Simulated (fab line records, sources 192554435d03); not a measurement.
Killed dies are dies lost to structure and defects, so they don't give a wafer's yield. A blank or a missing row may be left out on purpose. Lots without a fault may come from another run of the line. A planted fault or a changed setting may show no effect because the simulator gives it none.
fab line records | flow n5_finfet
record lots=9 wafers=27 last_day=18
route steps=1938 shown BEOL_M2@856 BEOL_M4@1111 PASSIVATION@1936
lots that met no fault: from a run of the same line without faults
start_h: hours from the record's first day to the start of the lot's first wafer shown | wait_h: hours since the lot's step before | " the same as in the row above | L1.1+2: a row that stands for several wafers | - no value, or no start given | * or withheld: withheld | < > ~ a bound
route shown NAME@n: a module of which the file shows steps, and the number in the route of the first | usual: mean/standard deviation of fault-free wafers | same: alike in all rows | chamber/n: place in a boat | sites: the reading at each site | _std_site: their standard deviation | _edge_site: outer sites' mean less inner sites' | radius_mm: how far each site lies from the wafer's centre | mask NAME#n: copy n | behind: the tool/chamber that last shaped the wafer | hold: why the lot was held/for how many hours/how that ended | device: the transistor (n, p or np) that didn't switch | end of line: the same wafers' tests at the end of the route | a step without rows: its recipe alone | killed: dies lost to structure and defects at the first sort, not the wafer's yield | map: a wafer's dies, x killed, . not, _ none there
set.NAME: the setting as run; set.NAME@STEP: as run at that earlier step | model.NAME: the simulator's own value behind a step, which no gauge read
steps of the route over a sample of lots; a table a step, a row a wafer
services: from which hour (start_h, from the record's first day; less than 0 if before it) a tool's chamber was out of use, for how many hours, and why
## steps
# step N5_BEOL_M2_INSPECT_13
# recipe mode=adi inspect_instrument=brightfield
# usual raw_defect_count=411/110
# columns lot.wafer tool chamber start_h wait_h raw_defect_count
L112.2 defect_inspect-02 - 144.88 0.0 469
L112.5 " - " " 634
L112.6 " - " " 348
L114.2 defect_inspect-02 - 157.18 0.0 497
L114.5 " - " " 542
L114.6 " - " " 360
L116.1 defect_inspect-02 - 181.08 0.1 326
L116.4 " - " " 373
L116.6 " - " " 292
L115.2 defect_inspect-01 - 181.16 0.0 353
L115.3 " - " " 383
L115.6 " - " " 408
L120.2 defect_inspect-02 - 201.39 0.0 443
L120.3 " - " " 623
L120.5 " - " " 365
L121.1 defect_inspect-02 - 214.33 0.1 617
L121.5 " - " " 376
L121.6 " - " " 485
L130.2 defect_inspect-02 - 257.02 0.0 429
L130.3 " - " " 400
L130.4 " - " " 317
L128.1 defect_inspect-01 - 268.95 0.1 386
L128.4 " - " " 441
L128.5 " - " " 308
L131.2 defect_inspect-02 - 273.99 0.0 357
L131.3 " - " " 516
L131.6 " - " " 542
# step N5_BEOL_M2_ETCH_77
# recipe chemistry=N2/H2 target=underlayer target_depth_a=65 mask_material=CAR-EUV time_s=5.2 ion_energy_ev=200 pressure_mtorr=30 source_w=840 bias_w=150 n2_flow_sccm=200 h2_flow_sccm=200 ends=cleared
# usual drypump_motor_current_A=5.6/0.47 etch_rf_on_time_s=5.21/0.14 oes_product_au=0.70/0.088 rf_vpp_V=523/3 showerhead_plenum_p_Torr=2.52/0.099 throttle_valve_pct=17.78/0.21
# columns lot.wafer tool chamber start_h wait_h drypump_motor_current_A etch_rf_on_time_s oes_product_au rf_hours_counter_h rf_vpp_V showerhead_plenum_p_Torr throttle_valve_pct
L112.2 rie_diel-02 0 145.84 0.0 5.6 5.23 0.63 173 521 2.43 18.01
L112.5 " 0 " " 5.6 5.13 0.63 - 521 2.43 18.03
L112.6 " 1 " " 5.4 5.49 0.57 - 520 2.39 17.83
L114.2 rie_diel-02 0 158.49 0.0 5.6 5.12 0.62 180 522 2.43 18.02
L114.5 " 0 " " 5.6 5.11 0.62 - 520 2.43 18.01
L114.6 " 2 " " 5.4 5.11 0.87 - 529 2.72 17.70
L116.1 rie_diel-01 2 182.02 0.0 5.1 5.10 0.86 1 523 2.50 17.35
L116.4 " 1 " " 6.7 5.12 0.82 8 523 2.49 17.84
L116.6 " 2 " " 5.2 5.14 0.85 - 523 2.49 17.38
L115.2 rie_diel-01 1 182.28 0.0 6.7 5.11 0.80 8 524 2.49 17.84
L115.3 " 0 " " 6.0 5.45 0.65 126 525 2.54 17.77
L115.6 " 1 " " 6.7 5.13 0.81 - 522 2.49 17.86
L120.2 rie_diel-06 3 202.55 0.0 5.3 5.01 0.79 24 521 2.49 17.47
L120.3 " 2 " " 5.5 5.22 0.72 67 523 2.58 18.05
L120.5 " 0 " " 5.5 5.17 0.81 - 529 2.72 17.76
L121.1 rie_diel-01 2 215.40 0.0 5.2 5.18 0.80 11 520 2.49 17.38
L121.5 " 1 " " 6.7 5.18 0.79 - 522 2.49 17.87
L121.6 " 2 " " 5.2 5.14 0.81 - 523 2.49 17.39
L130.2 rie_diel-02 0 258.73 0.0 5.6 5.25 0.60 217 520 2.41 18.08
L130.3 " 3 " " 6.5 5.25 0.56 240 520 2.42 17.91
L130.4 " 1 " " 5.4 5.40 0.82 3 528 2.70 17.46
L128.1 rie_diel-01 2 270.39 0.0 5.1 5.12 0.77 32 522 2.48 17.40
L128.4 " 1 " " 6.7 5.16 0.75 38 526 2.48 17.90
L128.5 " 0 " " 6.0 5.52 0.63 - 524 2.53 17.82
L131.2 rie_diel-06 0 275.06 0.0 5.6 5.15 0.77 37 529 2.71 17.81
L131.3 " 3 " " 5.3 5.03 0.75 49 521 2.48 17.53
L131.6 " 3 " " 5.3 4.99 0.76 - 518 2.48 17.51
# step N5_BEOL_M2_ALD_98
# recipe material=SiO2 target_thk_a=25 temp_c=100 ald_precursor_family=BDEAS ald_co_reactant=O2-plasma pulse_time_s=1 co_reactant_pulse_time_s=1 purge_time_s=2 co_reactant_purge_time_s=2 ald_cycles=17 pressure_torr=2
# usual heater_power_outer_w=39.4/2.9 heater_power_w=77/5 precursor_pulse_height_rel=1.002/0.021 susceptor_temp_C=100.02/0.13
# columns lot.wafer tool chamber start_h wait_h heater_power_outer_w heater_power_w precursor_pulse_height_rel susceptor_temp_C
L112.2 ald_sin-01 1 146.12 0.2 36.6 71 1.009 100.00
L112.5 " 3 " " 35.8 71 1.050 100.10
L112.6 " 2 " " 42.0 85 0.999 100.08
L114.2 ald_sin-02 1 158.59 0.1 39.6 75 0.982 100.08
L114.5 " 0 " " 42.6 86 1.048 99.98
L114.6 " 3 " " 41.6 75 0.995 99.95
L116.1 ald_sin-03 3 182.19 0.1 37.7 74 1.022 100.33
L116.4 " 1 " " 38.0 80 0.959 99.84
L116.6 " 0 " " 38.7 76 0.999 99.89
L115.2 ald_sin-03 2 182.82 0.5 44.1 78 0.960 100.14
L115.3 " 1 " " 38.4 79 0.996 100.02
L115.6 " 3 " " 38.5 74 1.010 100.17
L120.2 ald_sin-03 0 202.77 0.2 35.9 73 0.998 97.02
L120.3 " 2 " " 41.8 72 1.012 96.99
L120.5 " 2 " " 40.6 72 0.995 96.90
L121.1 ald_sin-03 1 215.53 0.1 35.9 75 0.980 96.99
L121.5 " 2 " " 40.8 75 1.016 96.66
L121.6 " 1 " " 35.7 73 1.037 97.00
L130.2 ald_sin-02 0 258.83 0.1 43.7 89 1.001 100.21
L130.3 " 3 " " 42.4 76 1.018 100.19
L130.4 " 1 " " 38.7 78 0.992 100.05
L128.1 ald_sin-01 3 270.97 0.5 34.7 69 0.994 99.99
L128.4 " 0 " " 40.4 78 0.996 99.86
L128.5 " 3 " " 35.4 68 1.000 99.95
L131.2 ald_sin-01 3 275.34 0.2 34.5 71 1.002 99.99
L131.3 " 1 " " 38.3 75 0.979 100.05
L131.6 " 0 " " 41.2 78 0.962 99.99
# step N5_BEOL_M2_STRIP_97
# recipe chemistry=N2/H2 time_s=10 power_w=450 temp_c=40 pressure_mtorr=20 rf_frequency_hz=6e+07 bias_power_w=7 n2_flow_sccm=200 h2_flow_sccm=200
# usual bias_power_w=6.997/0.019 drypump_motor_current_A=5.7/0.52 oes_product_au=0.83/0.11 rf_vpp_V=59.0/0.8 showerhead_plenum_p_Torr=2.51/0.097 throttle_valve_pct=23.58/0.21
# columns lot.wafer tool chamber start_h wait_h bias_power_w drypump_motor_current_A oes_product_au rf_hours_counter_h rf_vpp_V showerhead_plenum_p_Torr throttle_valve_pct
L112.2 rie_diel-02 0 - - 6.963 5.6 0.74 175 59.7 2.42 23.85
L112.5 " 1 " " 6.995 5.3 0.68 - 58.2 2.39 23.51
L112.6 " 0 " " 6.981 5.6 0.73 - 59.8 2.42 23.88
L114.2 rie_diel-01 0 - - 7.013 6.0 0.78 120 58.8 2.54 23.53
L114.5 " 3 " " 6.994 6.1 0.93 - 58.7 2.49 23.51
L114.6 " 1 " " 7.023 6.7 0.98 - 59.0 2.49 23.65
L116.1 rie_diel-01 2 - - 7.000 5.1 0.99 1 59.0 2.49 23.17
L116.4 " 3 " " 6.990 6.1 0.90 19 58.7 2.49 23.51
L116.6 " 2 " " 7.028 5.1 0.99 - 60.7 2.49 23.18
L115.2 rie_diel-02 3 - - 6.955 6.5 0.69 211 58.9 2.43 23.73
L115.3 " 1 " " 7.007 5.4 0.67 239 59.6 2.38 23.56
L115.6 " 1 " " 6.980 5.4 0.67 - 56.6 2.38 23.55
L120.2 rie_diel-06 1 - - 7.004 4.9 0.79 130 59.4 2.54 23.42
L120.3 " 0 " " 6.989 5.6 0.96 13 59.3 2.71 23.66
L120.5 " 0 " " 6.988 5.5 0.96 - 60.0 2.71 23.67
L121.1 rie_diel-01 3 - - 6.998 6.1 0.89 28 59.8 2.49 23.54
L121.5 " 2 " " 6.966 5.1 0.95 - 59.3 2.49 23.18
L121.6 " 1 " " 7.009 6.7 0.93 - 59.3 2.48 23.67
L130.2 rie_diel-02 1 - - 7.023 5.4 0.95 7 58.6 2.69 23.27
L130.3 " 3 " " 6.977 6.6 0.66 243 59.5 2.42 23.78
L130.4 " 0 " " 6.997 5.6 0.69 218 56.8 2.41 23.93
L128.1 rie_diel-06 0 - - 7.002 5.5 0.90 37 59.4 2.70 23.71
L128.4 " 2 " " 7.008 5.5 0.82 89 60.8 2.57 23.76
L128.5 " 2 " " 6.978 5.5 0.82 - 58.2 2.57 23.76
L131.2 rie_diel-01 1 - - 6.979 6.7 0.88 45 58.4 2.47 23.71
L131.3 " 2 " " 7.024 5.2 0.90 38 59.8 2.48 23.22
L131.6 " 1 " " 6.964 6.7 0.87 - 58.8 2.47 23.73
# step N5_BEOL_M4_RC_MEAS_101
# usual DIBL_N=36.2/1.6 DIBL_P=36.1/2 IOFF_N=0.16/0.032 IOFF_P=0.22/0.036 ION_N=672/11 ION_P=463/7.5 SS_N=71.4/0.58 SS_P=73.2/0.67 VT_N=250/3.3 VT_P=-250/3.3
# columns lot.wafer tool chamber start_h wait_h DIBL_N[mV/V] DIBL_P[mV/V] IOFF_N[nA/um] IOFF_P[nA/um] ION_N[uA/um] ION_P[uA/um] SS_N[mV/dec] SS_P[mV/dec] VT_N[mV] VT_P[mV]
L112.2 prober-02 0 181.64 0.2 36.3 35.6 0.16 0.23 683 474 71.8 73.3 247 -250
L112.5 " 0 " " 37.3 37.0 0.18 0.25 680 465 71.7 73.5 247 -246
L112.6 " 0 " " 37.1 36.1 0.16 0.22 680 472 71.6 73.8 248 -250
L114.2 prober-01 0 200.53 0.2 37.3 36.4 0.17 0.23 673 467 71.5 73.2 250 -247
L114.5 " 0 " " 36.5 34.5 0.17 0.20 678 459 71.8 72.7 247 -249
L114.6 " 0 " " 34.3 33.2 0.13 0.18 668 457 70.1 72.1 249 -250
L116.1 prober-02 0 213.45 0.0 34.3 33.8 0.13 0.17 659 452 71.4 72.2 255 -256
L116.4 " 0 " " 33.2 33.0 0.12 0.15 648 440 70.8 72.7 257 -258
L116.6 " 0 " " 35.8 37.2 0.16 0.22 670 458 71.2 73.9 249 -252
L115.2 prober-02 0 217.83 0.2 36.2 36.8 0.15 0.20 654 455 72.1 73.0 252 -251
L115.3 " 0 " " 35.3 34.3 0.12 0.17 665 461 71.8 72.3 255 -253
L115.6 " 0 " " 37.4 39.0 0.18 0.23 671 458 71.7 74.2 248 -250
L120.2 prober-01 0 238.05 0.2 35.3 35.8 0.15 0.24 675 474 71.6 72.6 250 -246
L120.3 " 0 " " 36.7 37.5 0.18 0.27 681 474 72.1 73.8 247 -243
L120.5 " 0 " " 36.0 36.4 0.15 0.24 677 471 71.7 73.5 250 -247
L121.1 prober-02 0 246.98 0.0 33.7 33.0 0.12 0.19 657 461 70.5 72.0 252 -246
L121.5 " 0 " " 35.4 35.0 0.15 0.23 681 468 71.2 72.8 250 -245
L121.6 " 0 " " 36.2 35.8 0.18 0.23 686 474 71.4 73.0 247 -244
L130.2 prober-02 0 294.98 0.2 33.0 30.8 0.11 0.15 649 449 71.1 72.6 257 -254
L130.3 " 0 " " 38.4 38.8 0.20 0.27 676 463 71.9 74.0 248 -244
L130.4 " 0 " " 35.4 34.2 0.13 0.19 670 463 71.2 72.6 251 -249
L128.1 prober-02 0 317.33 0.0 35.7 34.4 0.15 0.18 675 458 71.3 73.4 250 -255
L128.4 " 0 " " 35.1 34.1 0.15 0.17 665 449 71.9 73.3 252 -251
L128.5 " 0 " " 36.1 35.5 0.16 0.19 679 455 71.9 73.0 249 -251
L131.2 prober-02 0 323.01 0.2 33.9 34.4 0.12 0.17 661 464 70.6 71.7 254 -253
L131.3 " 0 " " 35.4 37.0 0.14 0.20 679 466 70.3 72.9 253 -249
L131.6 " 0 " " 34.7 36.1 0.13 0.19 669 466 70.5 72.2 254 -252
# step N5_PASSIVATION_PROBE_49
# usual defect_limited_yield=91.4/1.3 killed_at_M0_to_M3=34/10 killed_at_M4_up=14/5.6 killed_at_contacts=13/5.9 killed_at_front_end=37/9.9 killed_at_other=3.5/2.8 killed_dies=101/15 killed_open=67/12 killed_short=32/6.6 sort_bin_5_function=5.0/0.81 sort_bin_6_memory=3.2/0.66 sort_n_pass=1079/15 sort_yield_pct=91.4/1.3
# same gross_dies=1180 killed_at_back_side=0 sort_bin_4_leakage[%]=0 sort_bin_8_speed[%]=0
# columns lot.wafer tool chamber start_h wait_h defect_limited_yield[%] killed_at_M0_to_M3 killed_at_M4_up killed_at_contacts killed_at_front_end killed_at_other killed_dies killed_open killed_short sort_bin_5_function[%] sort_bin_6_memory[%] sort_n_pass sort_yield_pct[%]
L112.2 prober-02 - 288.47 0.1 92.5 39 12 8 26 3 88 59 28 4.0 3.2 1092 92.5
L112.5 prober-02 - 288.62 0.2 92.6 33 22 4 26 2 87 61 23 4.4 2.5 1093 92.6
L112.6 prober-02 - 288.67 0.3 92.4 34 14 8 30 4 90 55 34 4.3 3.2 1090 92.4
L114.2 prober-01 - 311.72 0.1 92.3 39 25 7 18 2 91 66 25 5.3 2.3 1089 92.3
L114.5 prober-01 - 311.87 0.2 92.0 35 21 10 28 0 94 70 24 5.1 2.9 1086 92.0
L114.6 prober-01 - 311.92 0.3 92.0 35 20 10 27 2 94 63 28 4.4 3.1 1086 92.0
L116.1 prober-01 - 316.64 0.0 90.6 29 14 12 51 5 111 72 36 5.9 3.1 1069 90.6
L116.4 prober-01 - 316.79 0.2 88.6 34 23 22 50 5 134 86 47 6.7 4.0 1046 88.6
L116.6 prober-01 - 316.89 0.3 90.9 40 11 9 41 6 107 71 35 5.2 3.2 1073 90.9
L115.2 prober-02 - 323.84 0.1 92.3 31 8 19 24 9 91 59 31 4.6 2.8 1089 92.3
L115.3 prober-02 - 323.89 0.1 91.9 29 17 16 31 2 95 68 27 4.7 3.3 1085 91.9
L115.6 prober-02 - 324.04 0.3 92.1 23 9 11 42 8 93 51 42 4.7 2.6 1087 92.1
L120.2 prober-01 - 342.33 0.1 92.4 20 13 21 34 2 90 60 29 4.5 2.9 1090 92.4
L120.3 prober-01 - 342.38 0.1 92.6 17 10 16 36 8 87 52 30 3.6 2.7 1093 92.6
L120.5 prober-01 - 342.48 0.2 92.3 20 11 18 39 3 91 58 30 5.1 2.2 1089 92.3
L121.1 prober-01 - 352.87 0.0 91.3 35 16 16 33 3 103 72 28 5.6 2.7 1077 91.3
L121.5 prober-01 - 353.07 0.2 92.0 18 35 6 33 2 94 65 29 5.1 2.5 1086 92.0
L121.6 prober-01 - 353.12 0.3 92.0 13 17 7 54 3 94 66 27 4.1 3.6 1086 92.0
L130.2 prober-01 - 397.32 0.1 90.0 52 27 4 29 6 118 86 31 5.5 4.4 1062 90.0
L130.3 prober-01 - 397.37 0.1 92.5 32 13 13 28 3 89 50 39 4.6 2.5 1091 92.5
L130.4 prober-01 - 397.42 0.2 91.1 50 13 6 33 3 105 76 29 5.4 3.3 1075 91.1
L128.1 prober-02 - 418.65 0.6 89.9 29 20 19 47 4 119 81 36 6.0 3.6 1061 89.9
L128.4 prober-02 - 418.80 0.7 93.5 26 15 10 20 6 77 42 34 4.2 2.2 1103 93.5
L128.5 prober-02 - 418.85 0.8 90.4 37 23 13 38 2 113 82 28 5.8 3.5 1067 90.4
L131.2 prober-02 - 423.61 0.1 90.8 44 10 9 42 4 109 72 37 5.7 3.3 1071 90.8
L131.3 prober-02 - 423.66 0.1 91.2 26 15 15 43 5 104 68 35 4.8 3.7 1076 91.2
L131.6 prober-02 - 423.81 0.3 92.1 39 19 10 24 1 93 55 38 4.7 3.1 1087 92.1
# killed by level:class
L112.2 BEOL_M2:geometric_particle:open=9 STI_FIN_REVEAL:geometric_particle:open=8 MOL_CONTACT_COAG:geometric_particle:open=8 BEOL_M0_SAQP:geometric_particle:open=6 GATE_CUT:geometric_particle:short=5 BEOL_M0_SAQP:geometric_particle:short=5 BEOL_M0:geometric_particle:open=5 BEOL_M1:geometric_particle:open=4
L112.5 BEOL_M2:geometric_particle:open=12 BEOL_M4:geometric_particle:open=10 GATE_CUT:geometric_particle:short=6 BEOL_M0_SAQP:geometric_particle:open=6 STI_FIN_REVEAL:geometric_particle:open=4 BEOL_M1:geometric_particle:open=4 FIN_SAQP:geometric_particle:open=3 GATE_CUT:geometric_particle:open=3
L112.6 MOL_CONTACT_COAG:geometric_particle:open=7 FIN_SAQP:geometric_particle:short=6 BEOL_M0_SAQP:geometric_particle:short=6 STI_FIN_REVEAL:geometric_particle:open=5 BEOL_M0_SAQP:geometric_particle:open=5 BEOL_M2:geometric_particle:open=5 BEOL_M4:geometric_particle:open=5 BEOL_M1:geometric_particle:short=4
L114.2 BEOL_M0_SAQP:geometric_particle:open=11 BEOL_M4:geometric_particle:open=11 BEOL_M2:geometric_particle:open=9 BEOL_M3:geometric_particle:open=8 BEOL_M5:geometric_particle:open=5 MOL_CONTACT_COAG:geometric_particle:open=5 BEOL_M0_SAQP:geometric_particle:short=4 FIN_SAQP:geometric_particle:open=3
L114.5 BEOL_M3:geometric_particle:open=11 BEOL_M4:geometric_particle:open=11 BEOL_M0_SAQP:geometric_particle:short=9 MOL_CONTACT_COAG:geometric_particle:open=8 BEOL_M2:geometric_particle:open=8 STI_FIN_REVEAL:geometric_particle:open=5 ILD0:geometric_particle:open=4 GATE_CUT:geometric_particle:open=4
L114.6 BEOL_M3:geometric_particle:open=10 MOL_CONTACT_COAG:geometric_particle:open=9 BEOL_M0_SAQP:geometric_particle:open=9 BEOL_M4:geometric_particle:open=9 FIN_SAQP:geometric_particle:open=7 BEOL_M0_SAQP:geometric_particle:short=5 FIN_SAQP:geometric_particle:short=4 BEOL_M2:geometric_particle:open=4
L116.1 STI_FIN_REVEAL:geometric_particle:open=14 MOL_CONTACT_COAG:geometric_particle:open=11 FIN_SAQP:geometric_particle:short=8 BEOL_M1:geometric_particle:open=8 BEOL_M4:geometric_particle:open=7 STI_FIN_REVEAL:geometric_particle:short=6 FIN_SAQP:geometric_particle:open=5 GATE_CUT:geometric_particle:short=4
L116.4 FIN_SAQP:geometric_particle:short=19 MOL_CONTACT_COAG:geometric_particle:open=17 FIN_SAQP:geometric_particle:open=12 BEOL_M1:geometric_particle:open=11 BEOL_M4:geometric_particle:open=10 BEOL_M0_SAQP:geometric_particle:open=10 STI_FIN_REVEAL:geometric_particle:open=5 MOL_CONTACT_COAG:geometric_particle:short=5
L116.6 DUMMY_GATE:geometric_particle:open=10 MOL_CONTACT_COAG:geometric_particle:open=9 BEOL_M1:geometric_particle:open=8 STI_FIN_REVEAL:geometric_particle:open=7 BEOL_M0:geometric_particle:open=7 GATE_CUT:geometric_particle:short=5 BEOL_M4:geometric_particle:open=5 BEOL_M0:geometric_particle:short=5
L115.2 MOL_CONTACT_COAG:geometric_particle:open=16 BEOL_M0_SAQP:geometric_particle:open=12 BEOL_M0_SAQP:geometric_particle:short=8 FIN_SAQP:geometric_particle:short=6 FIN_SAQP:geometric_particle:open=4 BEOL_M4:geometric_particle:open=4 STI_FIN_REVEAL:geometric_particle:short=3 BEOL_M2:geometric_particle:open=3
L115.3 MOL_CONTACT_COAG:geometric_particle:open=16 BEOL_M0_SAQP:geometric_particle:short=9 BEOL_M0_SAQP:geometric_particle:open=8 BEOL_M4:geometric_particle:open=8 GATE_CUT:geometric_particle:short=7 BEOL_M2:geometric_particle:open=7 STI_FIN_REVEAL:geometric_particle:open=6 FIN_SAQP:geometric_particle:open=4
L115.6 FIN_SAQP:geometric_particle:open=12 MOL_CONTACT_COAG:geometric_particle:open=10 FIN_SAQP:geometric_particle:short=7 BEOL_M0_SAQP:geometric_particle:short=6 STI_FIN_REVEAL:geometric_particle:open=5 BEOL_M2:geometric_particle:short=4 BEOL_M2:geometric_particle:open=4 STI_FIN_REVEAL:geometric_particle:short=3
L120.2 MOL_CONTACT_COAG:geometric_particle:open=15 FIN_SAQP:geometric_particle:open=6 MOL_CONTACT_COAG:geometric_particle:short=6 BEOL_M4:geometric_particle:open=6 FIN_SAQP:geometric_particle:short=5 BEOL_M0_SAQP:geometric_particle:open=5 DUMMY_GATE:geometric_particle:open=4 BEOL_M0_SAQP:geometric_particle:short=4
L120.3 MOL_CONTACT_COAG:geometric_particle:open=14 FIN_SAQP:geometric_particle:short=8 FIN_SAQP:geometric_particle:open=7 BEOL_M4:geometric_particle:open=6 STI_FIN_REVEAL:geometric_particle:open=5 HKMG_FIN:area_etch=5 BEOL_M0_SAQP:geometric_particle:short=4 BEOL_M2:geometric_particle:open=4
L120.5 MOL_CONTACT_COAG:geometric_particle:open=15 FIN_SAQP:geometric_particle:open=9 FIN_SAQP:geometric_particle:short=7 BEOL_M0:geometric_particle:open=6 BEOL_M0_SAQP:geometric_particle:open=6 DUMMY_GATE:geometric_particle:open=5 GATE_CUT:geometric_particle:open=4 STARTING-WAFER:geometric_particle:short=4
L121.1 MOL_CONTACT_COAG:geometric_particle:open=14 STI_FIN_REVEAL:geometric_particle:open=12 FIN_SAQP:geometric_particle:open=9 BEOL_M2:geometric_particle:open=7 BEOL_M4:geometric_particle:open=7 BEOL_M3:geometric_particle:short=5 BEOL_M1:geometric_particle:open=5 BEOL_M0_SAQP:geometric_particle:short=4
L121.5 BEOL_M4:geometric_particle:open=16 STI_FIN_REVEAL:geometric_particle:open=10 BEOL_M5:geometric_particle:open=9 DUMMY_GATE:geometric_particle:open=7 BEOL_M0_SAQP:geometric_particle:open=7 BEOL_M0_SAQP:geometric_particle:short=6 FIN_SAQP:geometric_particle:short=4 MOL_CONTACT_COAG:geometric_particle:open=4
L121.6 FIN_SAQP:geometric_particle:open=18 STI_FIN_REVEAL:geometric_particle:open=13 FIN_SAQP:geometric_particle:short=8 BEOL_M4:geometric_particle:open=6 BEOL_M1:geometric_particle:open=5 MOL_CONTACT_COAG:geometric_particle:open=4 BEOL_M6:geometric_particle:open=4 DUMMY_GATE:geometric_particle:open=3
L130.2 BEOL_M0_SAQP:geometric_particle:open=14 BEOL_M4:geometric_particle:open=13 BEOL_M0_SAQP:geometric_particle:short=10 BEOL_M0:geometric_particle:open=9 BEOL_M3:geometric_particle:open=9 FIN_SAQP:geometric_particle:open=5 STI_FIN_REVEAL:geometric_particle:open=5 GATE_CUT:geometric_particle:short=4
L130.3 GATE_CUT:geometric_particle:short=9 BEOL_M0_SAQP:geometric_particle:short=8 BEOL_M4:geometric_particle:open=8 MOL_CONTACT_COAG:geometric_particle:open=7 MOL_CONTACT_COAG:geometric_particle:short=6 BEOL_M2:geometric_particle:open=5 BEOL_M0_SAQP:geometric_particle:open=4 BEOL_M1:geometric_particle:short=4
L130.4 BEOL_M3:geometric_particle:open=11 BEOL_M0_SAQP:geometric_particle:open=10 BEOL_M0_SAQP:geometric_particle:short=8 BEOL_M4:geometric_particle:open=8 BEOL_M2:geometric_particle:open=8 FIN_SAQP:geometric_particle:open=7 STI_FIN_REVEAL:geometric_particle:open=5 GATE_CUT:geometric_particle:short=5
L128.1 MOL_CONTACT_COAG:geometric_particle:open=15 STI_FIN_REVEAL:geometric_particle:open=14 BEOL_M3:geometric_particle:open=8 BEOL_M0_SAQP:geometric_particle:short=7 FIN_SAQP:geometric_particle:short=5 FIN_SAQP:geometric_particle:open=5 DUMMY_GATE:geometric_particle:open=5 BEOL_M6:geometric_particle:open=5
L128.4 BEOL_M0_SAQP:geometric_particle:short=14 MOL_CONTACT_COAG:geometric_particle:open=8 BEOL_M4:geometric_particle:open=8 STI_FIN_REVEAL:geometric_particle:open=4 BEOL_M0_SAQP:geometric_particle:open=4 BEOL_M2:geometric_particle:open=4 ILD0:geometric_particle:short=3 STARTING-WAFER:geometric_particle:short=3
L128.5 STI_FIN_REVEAL:geometric_particle:open=13 MOL_CONTACT_COAG:geometric_particle:open=11 BEOL_M2:geometric_particle:open=10 BEOL_M3:geometric_particle:open=9 BEOL_M0_SAQP:geometric_particle:open=6 BEOL_M4:geometric_particle:open=6 FIN_SAQP:geometric_particle:open=5 BEOL_M0_SAQP:geometric_particle:short=5
L131.2 FIN_SAQP:geometric_particle:open=14 BEOL_M0_SAQP:geometric_particle:open=12 BEOL_M0_SAQP:geometric_particle:short=10 MOL_CONTACT_COAG:geometric_particle:open=8 BEOL_M1:geometric_particle:open=7 GATE_CUT:geometric_particle:short=5 BEOL_M2:geometric_particle:open=5 BEOL_M3:geometric_particle:open=5
L131.3 MOL_CONTACT_COAG:geometric_particle:open=13 STI_FIN_REVEAL:geometric_particle:open=10 FIN_SAQP:geometric_particle:open=9 DUMMY_GATE:geometric_particle:open=6 BEOL_M0_SAQP:geometric_particle:short=6 FIN_SAQP:geometric_particle:short=4 BEOL_M0_SAQP:geometric_particle:open=4 BEOL_M1:geometric_particle:open=4
L131.6 BEOL_M0_SAQP:geometric_particle:short=11 MOL_CONTACT_COAG:geometric_particle:open=8 BEOL_M3:geometric_particle:open=8 BEOL_M1:geometric_particle:open=6 FIN_SAQP:geometric_particle:open=5 FIN_SAQP:geometric_particle:short=5 GATE_CUT:geometric_particle:short=5 BEOL_M0_SAQP:geometric_particle:open=4
## services
# columns tool chamber start_h hours kind
rie_diel-02 3 126.12 3.5 repair
rie_diel-02 2 139.13 - clean
rie_diel-02 2 139.13 - consumable_replace:focus_ring
rie_diel-02 2 139.13 - consumable_replace:showerhead
rie_diel-01 1 141.67 - clean
rie_diel-01 1 141.67 - consumable_replace:focus_ring
rie_diel-01 1 141.67 20.2 scheduled_down
rie_diel-01 1 141.67 20.2 vent_cycle
rie_diel-02 3 143.67 19.0 repair
ald_sin-01 - 157.02 14.6 pm
rie_diel-01 2 162.14 - clean
rie_diel-01 2 162.14 - consumable_replace:focus_ring
rie_diel-01 2 162.14 15.7 scheduled_down
rie_diel-01 2 162.14 15.7 vent_cycle
ald_sin-01 - 176.75 14.0 pm
ald_sin-01 2 197.06 3.2 repair
rie_diel-02 1 209.60 1.2 repair
rie_diel-06 2 212.80 6.6 repair
rie_diel-01 0 231.78 6.0 repair
ald_sin-03 - 237.07 0.9 repair
rie_diel-02 0 262.90 4.5 repair
ald_sin-02 - 268.31 14.0 pm
ald_sin-03 2 275.70 5.3 repair
ald_sin-02 3 284.98 16.0 repair
## key
first_sign step=N5_BEOL_M2_ALD_98 reading=susceptor_temp_C direction=down sigmas=24 usual=* struck=*
effect none on later readings
met_at N5_BEOL_M2_ALD_98
struck_lots L120,L121
not_acting_at N5_BEOL_M2_INSPECT_13,N5_BEOL_M2_ETCH_77,N5_BEOL_M2_STRIP_97
onset_between 182.82 202.77
fault kind=process_parameter_drift tool=ald_sin-03 chamber=- onset_h=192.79 steps=N5_BEOL_M2_ALD_98 channel=temp_c offset=* shape=step end_h=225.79 acts_in=* stated=*
